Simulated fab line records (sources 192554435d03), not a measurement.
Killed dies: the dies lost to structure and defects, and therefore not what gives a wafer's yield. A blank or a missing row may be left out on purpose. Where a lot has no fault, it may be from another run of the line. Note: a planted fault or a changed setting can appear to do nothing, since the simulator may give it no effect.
The tool behind it: which one? || flow n5_finfet || 9 lots, 26 wafers sampled, at 6 steps of a route of 1938

WHAT EACH GAUGE READ, for each wafer
N5_BEOL_M2_CD_MEAS_28: target cd 26.2 nm, target cd y 24.1 nm.
{"lot": "L415", "measured": "day 8 09:38", "on": "cd_sem-01", "cd_nm (nm)": "26.83 26.10 26.07"}
{"lot": "L416", "measured": "day 8 14:04", "on": "cd_sem-01", "cd_nm (nm)": "26.28 26.20 26.15"}
{"lot": "L417", "measured": "day 8 15:23", "on": "cd_sem-01", "cd_nm (nm)": "22.36 22.75 26.09"}
{"lot": "L418", "measured": "day 8 23:13", "on": "cd_sem-03", "cd_nm (nm)": "22.75 22.93 26.50"}
{"lot": "L419", "measured": "day 9 01:44", "on": "cd_sem-01", "cd_nm (nm)": "26.48 26.50 26.60"}
{"lot": "L423", "measured": "day 10 04:19", "on": "cd_sem-03", "cd_nm (nm)": "26.49 22.41"}
{"lot": "L429", "measured": "day 11 08:08", "on": "cd_sem-03", "cd_nm (nm)": "26.05 26.58 26.47"}
{"lot": "L430", "measured": "day 11 15:12", "on": "cd_sem-03", "cd_nm (nm)": "26.19 26.53 26.05"}
{"lot": "L431", "measured": "day 12 01:25", "on": "cd_sem-01", "cd_nm (nm)": "26.25 26.26 26.29"}

N5_BEOL_M4_RC_MEAS_101.
{"lot": "L415", "measured": "day 10 06:55", "on": "prober-02", "DIBL_N (mV/V)": "35.6 37.4 34.8", "DIBL_P (mV/V)": "35.6 37.6 36.4", "IOFF_N (nA/um)": "0.12 0.16 0.13", "IOFF_P (nA/um)": "0.20 0.22 0.21", "ION_N (uA/um)": "653 651 661", "ION_P (uA/um)": "462 448 462", "SS_N (mV/dec)": "71.6 72.3 70.8", "SS_P (mV/dec)": "72.9 73.5 73.2", "VT_N (mV)": "255 252 253", "VT_P (mV)": "-250 -251 -248"}
{"lot": "L416", "measured": "day 10 10:27", "on": "prober-02", "DIBL_N (mV/V)": "35.9 37.2 36.9", "DIBL_P (mV/V)": "36.8 37.1 37.2", "IOFF_N (nA/um)": "0.17 0.17 0.16", "IOFF_P (nA/um)": "0.24 0.22 0.23", "ION_N (uA/um)": "691 664 670", "ION_P (uA/um)": "476 455 462", "SS_N (mV/dec)": "71.0 72.0 72.5", "SS_P (mV/dec)": "73.7 74.0 74.4", "VT_N (mV)": "249 251 252", "VT_P (mV)": "-249 -249 -249"}
{"lot": "L417", "measured": "day 10 21:38", "on": "prober-01", "DIBL_N (mV/V)": 38.1, "DIBL_P (mV/V)": 38.4, "IOFF_N (nA/um)": 0.18, "IOFF_P (nA/um)": 0.22, "ION_N (uA/um)": 685, "ION_P (uA/um)": 465, "SS_N (mV/dec)": 72.2, "SS_P (mV/dec)": 74.1, "VT_N (mV)": 250, "VT_P (mV)": -254}
{"lot": "L418", "measured": "day 10 23:14", "on": "prober-01", "DIBL_N (mV/V)": 35.3, "DIBL_P (mV/V)": 35.5, "IOFF_N (nA/um)": 0.13, "IOFF_P (nA/um)": 0.20, "ION_N (uA/um)": 674, "ION_P (uA/um)": 465, "SS_N (mV/dec)": 71.0, "SS_P (mV/dec)": 73.5, "VT_N (mV)": 251, "VT_P (mV)": -250}
{"lot": "L419", "measured": "day 11 09:17", "on": "prober-02", "DIBL_N (mV/V)": "36.3 37.3 36.5", "DIBL_P (mV/V)": "36.6 38.0 37.6", "IOFF_N (nA/um)": "0.15 0.16 0.16", "IOFF_P (nA/um)": "0.21 0.23 0.22", "ION_N (uA/um)": "678 659 681", "ION_P (uA/um)": "468 459 463", "SS_N (mV/dec)": "71.1 71.4 71.4", "SS_P (mV/dec)": "73.3 74.0 73.7", "VT_N (mV)": "252 250 247", "VT_P (mV)": "-252 -248 -250"}
{"lot": "L423", "measured": "day 12 08:23", "on": "prober-01", "DIBL_N (mV/V)": 35.5, "DIBL_P (mV/V)": 35.2, "IOFF_N (nA/um)": 0.13, "IOFF_P (nA/um)": 0.18, "ION_N (uA/um)": 650, "ION_P (uA/um)": 451, "SS_N (mV/dec)": 71.8, "SS_P (mV/dec)": 73.1, "VT_N (mV)": 252, "VT_P (mV)": -251}
{"lot": "L429", "measured": "day 13 09:16", "on": "prober-02", "DIBL_N (mV/V)": "40.8 35.1 36.6", "DIBL_P (mV/V)": "42.0 35.6 36.8", "IOFF_N (nA/um)": "0.26 0.14 0.16", "IOFF_P (nA/um)": "0.32 0.21 0.21", "ION_N (uA/um)": "692 663 676", "ION_P (uA/um)": "467 457 462", "SS_N (mV/dec)": "72.9 71.1 71.7", "SS_P (mV/dec)": "74.4 73.1 73.4", "VT_N (mV)": "245 251 250", "VT_P (mV)": "-245 -249 -251"}
{"lot": "L430", "measured": "day 14 07:06", "on": "prober-01", "DIBL_N (mV/V)": "37.4 37.4 38.9", "DIBL_P (mV/V)": "38.4 38.9 38.7", "IOFF_N (nA/um)": "0.16 0.17 0.18", "IOFF_P (nA/um)": "0.22 0.25 0.24", "ION_N (uA/um)": "678 667 654", "ION_P (uA/um)": "468 455 452", "SS_N (mV/dec)": "71.0 71.4 72.4", "SS_P (mV/dec)": "74.4 73.9 74.9", "VT_N (mV)": "251 253 254", "VT_P (mV)": "-249 -247 -249"}
{"lot": "L431", "measured": "day 14 14:19", "on": "prober-02", "DIBL_N (mV/V)": "38.1 35.2 35.7", "DIBL_P (mV/V)": "37.1 34.2 34.4", "IOFF_N (nA/um)": "0.19 0.14 0.14", "IOFF_P (nA/um)": "0.25 0.19 0.21", "ION_N (uA/um)": "669 680 678", "ION_P (uA/um)": "458 466 474", "SS_N (mV/dec)": "71.4 71.2 71.6", "SS_P (mV/dec)": "73.8 72.6 73.6", "VT_N (mV)": "249 251 249", "VT_P (mV)": "-248 -250 -248"}

EACH LOT AND THE TOOL THAT RAN IT (in order: tool; ch and the chambers of the sampled wafers; start)
{"lot": "L415", "N5_BEOL_M2_ILD_DEP_00": "pecvd-04 ch 0,2, day 8 04:44", "N5_BEOL_M2_ETCH_64": "rie_diel-02 ch 0,2,3, day 8 07:50", "N5_BEOL_M2_EXPOSE_25": "euv_scanner-01 ch 0, day 8 09:29", "N5_BEOL_M2_ETCH_70": "rie_diel-04 ch 1,2,3, day 8 12:44"}
{"lot": "L416", "N5_BEOL_M2_ILD_DEP_00": "pecvd-04 ch 1,2, day 8 12:02", "N5_BEOL_M2_ETCH_64": "rie_diel-05 ch 0,1,2, day 8 13:24", "N5_BEOL_M2_EXPOSE_25": "euv_scanner-01 ch 0, day 8 13:56", "N5_BEOL_M2_ETCH_70": "rie_diel-05 ch 2,3, day 8 20:27"}
{"lot": "L417", "N5_BEOL_M2_ILD_DEP_00": "pecvd-01 ch 0,1,2, day 8 13:53", "N5_BEOL_M2_ETCH_64": "rie_diel-05 ch 2,3, day 8 14:38", "N5_BEOL_M2_EXPOSE_25": "euv_scanner-01 ch 0, day 8 15:16", "N5_BEOL_M2_ETCH_70": "rie_diel-04 ch 1,2, day 9 00:52"}
{"lot": "L418", "N5_BEOL_M2_ILD_DEP_00": "pecvd-03 ch 0,1, day 8 20:21", "N5_BEOL_M2_ETCH_64": "rie_diel-04 ch 0,1, day 8 21:29", "N5_BEOL_M2_EXPOSE_25": "euv_scanner-01 ch 0, day 8 23:05", "N5_BEOL_M2_ETCH_70": "rie_diel-02 ch 2,3, day 9 06:25"}
{"lot": "L419", "N5_BEOL_M2_ILD_DEP_00": "pecvd-04 ch 0,1,2, day 8 21:49", "N5_BEOL_M2_ETCH_64": "rie_diel-02 ch 0,1,2, day 9 00:52", "N5_BEOL_M2_EXPOSE_25": "euv_scanner-02 ch 0, day 9 01:36", "N5_BEOL_M2_ETCH_70": "rie_diel-02 ch 1,2,3, day 9 09:40"}
{"lot": "L423", "N5_BEOL_M2_ILD_DEP_00": "pecvd-01 ch 0,2, day 10 01:29", "N5_BEOL_M2_ETCH_64": "rie_diel-05 ch 0, day 10 03:27", "N5_BEOL_M2_EXPOSE_25": "euv_scanner-01 ch 0, day 10 04:11", "N5_BEOL_M2_ETCH_70": "rie_diel-02 ch 1,2, day 10 11:30"}
{"lot": "L429", "N5_BEOL_M2_ILD_DEP_00": "pecvd-01 ch 0,2, day 11 04:25", "N5_BEOL_M2_ETCH_64": "rie_diel-02 ch 0,1,2, day 11 07:20", "N5_BEOL_M2_EXPOSE_25": "euv_scanner-02 ch 0, day 11 08:00", "N5_BEOL_M2_ETCH_70": "rie_diel-04 ch 0,2,3, day 12 06:50"}
{"lot": "L430", "N5_BEOL_M2_ILD_DEP_00": "pecvd-03 ch 1,2, day 11 12:36", "N5_BEOL_M2_ETCH_64": "rie_diel-05 ch 0,2,3, day 11 14:31", "N5_BEOL_M2_EXPOSE_25": "euv_scanner-02 ch 0, day 11 15:04", "N5_BEOL_M2_ETCH_70": "rie_diel-04 ch 0,1,3, day 12 09:34"}
{"lot": "L431", "N5_BEOL_M2_ILD_DEP_00": "pecvd-01 ch 1,2, day 11 21:20", "N5_BEOL_M2_ETCH_64": "rie_diel-05 ch 0,1,3, day 12 00:32", "N5_BEOL_M2_EXPOSE_25": "euv_scanner-02 ch 0, day 12 01:16", "N5_BEOL_M2_ETCH_70": "rie_diel-05 ch 0,1,2, day 12 20:15"}
- N5_BEOL_M2_ILD_DEP_00: deposits SiOC from DEMS/O2, target thk 79 nm, time 15.3 s.
- N5_BEOL_M2_ETCH_64: etches SOC in N2/H2, target depth 75 nm, overetch 22.5 nm, time 121.9 s.
- N5_BEOL_M2_EXPOSE_25: exposes mask V1, defocus 5 nm.
- N5_BEOL_M2_ETCH_70: etches SOC in N2/H2, target depth 80 nm, overetch 24 nm, time 130 s.

AS READ BY THE TOOLS THEMSELVES (means over the sampled wafers that have a number; for cases with no such wafer, the mark the record gives instead)
N5_BEOL_M2_ILD_DEP_00.
{"lot": "L415", "tool": "pecvd-04", "heater_power_outer_w (W)": 189, "heater_power_w (W)": 391, "showerhead_plenum_p_Torr (Torr)": 5.703, "throttle_valve_pct (%)": 11.6}
{"lot": "L416", "tool": "pecvd-04", "heater_power_outer_w (W)": 195, "heater_power_w (W)": 401, "showerhead_plenum_p_Torr (Torr)": 5.707, "throttle_valve_pct (%)": 11.9}
{"lot": "L417", "tool": "pecvd-01", "heater_power_outer_w (W)": 281, "heater_power_w (W)": 512, "showerhead_plenum_p_Torr (Torr)": 5.702, "throttle_valve_pct (%)": 11.7}
{"lot": "L418", "tool": "pecvd-03", "heater_power_outer_w (W)": 248, "heater_power_w (W)": 465, "showerhead_plenum_p_Torr (Torr)": 5.701, "throttle_valve_pct (%)": 12.1}
{"lot": "L419", "tool": "pecvd-04", "heater_power_outer_w (W)": 207, "heater_power_w (W)": 417, "showerhead_plenum_p_Torr (Torr)": 5.693, "throttle_valve_pct (%)": 11.6}
{"lot": "L423", "tool": "pecvd-01", "heater_power_outer_w (W)": 298, "heater_power_w (W)": 532, "showerhead_plenum_p_Torr (Torr)": 5.716, "throttle_valve_pct (%)": 11.7}
{"lot": "L429", "tool": "pecvd-01", "heater_power_outer_w (W)": 332, "heater_power_w (W)": 572, "showerhead_plenum_p_Torr (Torr)": 5.717, "throttle_valve_pct (%)": 11.4}
{"lot": "L430", "tool": "pecvd-03", "heater_power_outer_w (W)": 289, "heater_power_w (W)": 496, "showerhead_plenum_p_Torr (Torr)": 5.702, "throttle_valve_pct (%)": 11.8}
{"lot": "L431", "tool": "pecvd-01", "heater_power_outer_w (W)": 287, "heater_power_w (W)": 513, "showerhead_plenum_p_Torr (Torr)": 5.714, "throttle_valve_pct (%)": 11.3}

N5_BEOL_M2_ETCH_64.
{"lot": "L415", "tool": "rie_diel-02", "drypump_motor_current_A (A)": 5.7, "oes_product_au (a.u.)": 0.57, "rf_vpp_V (V)": 523.6, "showerhead_plenum_p_Torr (Torr)": 2.54, "throttle_valve_pct (%)": 17.83}
{"lot": "L416", "tool": "rie_diel-05", "drypump_motor_current_A (A)": 5.9, "oes_product_au (a.u.)": 0.54, "rf_vpp_V (V)": 523.5, "showerhead_plenum_p_Torr (Torr)": 2.52, "throttle_valve_pct (%)": 18.04}
{"lot": "L417", "tool": "rie_diel-05", "drypump_motor_current_A (A)": 5.9, "oes_product_au (a.u.)": 0.57, "rf_vpp_V (V)": 524.6, "showerhead_plenum_p_Torr (Torr)": 2.57, "throttle_valve_pct (%)": 17.83}
{"lot": "L418", "tool": "rie_diel-04", "drypump_motor_current_A (A)": 5.5, "oes_product_au (a.u.)": 0.58, "rf_vpp_V (V)": 523.5, "showerhead_plenum_p_Torr (Torr)": 2.50, "throttle_valve_pct (%)": 17.60}
{"lot": "L419", "tool": "rie_diel-02", "drypump_motor_current_A (A)": 6.0, "oes_product_au (a.u.)": 0.57, "rf_vpp_V (V)": 526.0, "showerhead_plenum_p_Torr (Torr)": 2.57, "throttle_valve_pct (%)": 17.86}
{"lot": "L423", "tool": "rie_diel-05", "drypump_motor_current_A (A)": 5.6, "oes_product_au (a.u.)": 0.53, "rf_vpp_V (V)": 523.0, "showerhead_plenum_p_Torr (Torr)": 2.53, "throttle_valve_pct (%)": 18.29}
{"lot": "L429", "tool": "rie_diel-02", "drypump_motor_current_A (A)": 6.0, "oes_product_au (a.u.)": 0.62, "rf_vpp_V (V)": 528.0, "showerhead_plenum_p_Torr (Torr)": 2.67, "throttle_valve_pct (%)": 17.76}
{"lot": "L430", "tool": "rie_diel-05", "drypump_motor_current_A (A)": 5.7, "oes_product_au (a.u.)": 0.54, "rf_vpp_V (V)": 524.5, "showerhead_plenum_p_Torr (Torr)": 2.56, "throttle_valve_pct (%)": 18.01}
{"lot": "L431", "tool": "rie_diel-05", "drypump_motor_current_A (A)": 6.1, "oes_product_au (a.u.)": 0.60, "rf_vpp_V (V)": 524.1, "showerhead_plenum_p_Torr (Torr)": 2.58, "throttle_valve_pct (%)": 17.95}

N5_BEOL_M2_ETCH_70.
{"lot": "L415", "tool": "rie_diel-04", "drypump_motor_current_A (A)": 5.7, "oes_product_au (a.u.)": 0.53, "rf_vpp_V (V)": 524.4, "showerhead_plenum_p_Torr (Torr)": 2.57, "throttle_valve_pct (%)": 18.11}
{"lot": "L416", "tool": "rie_diel-05", "drypump_motor_current_A (A)": 5.7, "oes_product_au (a.u.)": 0.54, "rf_vpp_V (V)": 525.5, "showerhead_plenum_p_Torr (Torr)": 2.60, "throttle_valve_pct (%)": 17.82}
{"lot": "L417", "tool": "rie_diel-04", "drypump_motor_current_A (A)": 5.6, "oes_product_au (a.u.)": 0.53, "rf_vpp_V (V)": 523.9, "showerhead_plenum_p_Torr (Torr)": 2.56, "throttle_valve_pct (%)": 18.08}
{"lot": "L418", "tool": "rie_diel-02", "drypump_motor_current_A (A)": 5.9, "oes_product_au (a.u.)": 0.57, "rf_vpp_V (V)": 525.9, "showerhead_plenum_p_Torr (Torr)": 2.64, "throttle_valve_pct (%)": 17.84}
{"lot": "L419", "tool": "rie_diel-02", "drypump_motor_current_A (A)": 5.7, "oes_product_au (a.u.)": 0.55, "rf_vpp_V (V)": 525.7, "showerhead_plenum_p_Torr (Torr)": 2.62, "throttle_valve_pct (%)": 17.94}
{"lot": "L423", "tool": "rie_diel-02", "drypump_motor_current_A (A)": 6.1, "oes_product_au (a.u.)": 0.56, "rf_vpp_V (V)": 527.0, "showerhead_plenum_p_Torr (Torr)": 2.66, "throttle_valve_pct (%)": 17.92}
{"lot": "L429", "tool": "rie_diel-04", "drypump_motor_current_A (A)": 5.8, "oes_product_au (a.u.)": 0.53, "rf_vpp_V (V)": 521.8, "showerhead_plenum_p_Torr (Torr)": 2.49, "throttle_valve_pct (%)": 17.87}
{"lot": "L430", "tool": "rie_diel-04", "drypump_motor_current_A (A)": 5.6, "oes_product_au (a.u.)": 0.53, "rf_vpp_V (V)": 524.3, "showerhead_plenum_p_Torr (Torr)": 2.56, "throttle_valve_pct (%)": 17.97}
{"lot": "L431", "tool": "rie_diel-05", "drypump_motor_current_A (A)": 5.9, "oes_product_au (a.u.)": 0.57, "rf_vpp_V (V)": 525.9, "showerhead_plenum_p_Torr (Torr)": 2.62, "throttle_valve_pct (%)": 17.96}

THE ANSWER, worked out from the rows above alone
Rule: the lots themselves supply what counts as usual. The widest of any qualifying gaps counts: lots, ordered by their means at a reading, are off when they make up no more than a third of the lots, leave a main group of 4 or more, and stand apart from it by 3 or more times the standard deviation of that group's means. Not used: any main group whose means are identical at the precision the tables above print for the reading. A lot without any number at a reading at which 4 lots or more have one is off too. Any other lot the step has rows for is counted as sound. The gauges are gone through in route order, then the tools' own readings, and for those a lot's mean is taken as printed above. The first step at which some lot is off is used, and at that step the reading that is off furthest; a lot without a number counts as furthest.
Off, at N5_BEOL_M2_CD_MEAS_28 on cd_nm: L417, L418, L423. Main group: mean 26.33 nm, sd 0.1.
If a tool, at a process step before that reading, ran all the lots that are off and no sound lot after the first of them, it fits. Gauges at N5_BEOL_M2_CD_MEAS_28: tried the same way as those tools. One fits: euv_scanner-01 at N5_BEOL_M2_EXPOSE_25. Its last sound lot is L416 (day 8 13:56), its first lot that is off L417 (day 8 15:16): a fault that began between those two fits.

WHAT THE SIMULATOR HAD INSERTED
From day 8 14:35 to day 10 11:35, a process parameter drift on euv_scanner-01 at N5_BEOL_M2_EXPOSE_25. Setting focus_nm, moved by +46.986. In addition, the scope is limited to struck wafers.
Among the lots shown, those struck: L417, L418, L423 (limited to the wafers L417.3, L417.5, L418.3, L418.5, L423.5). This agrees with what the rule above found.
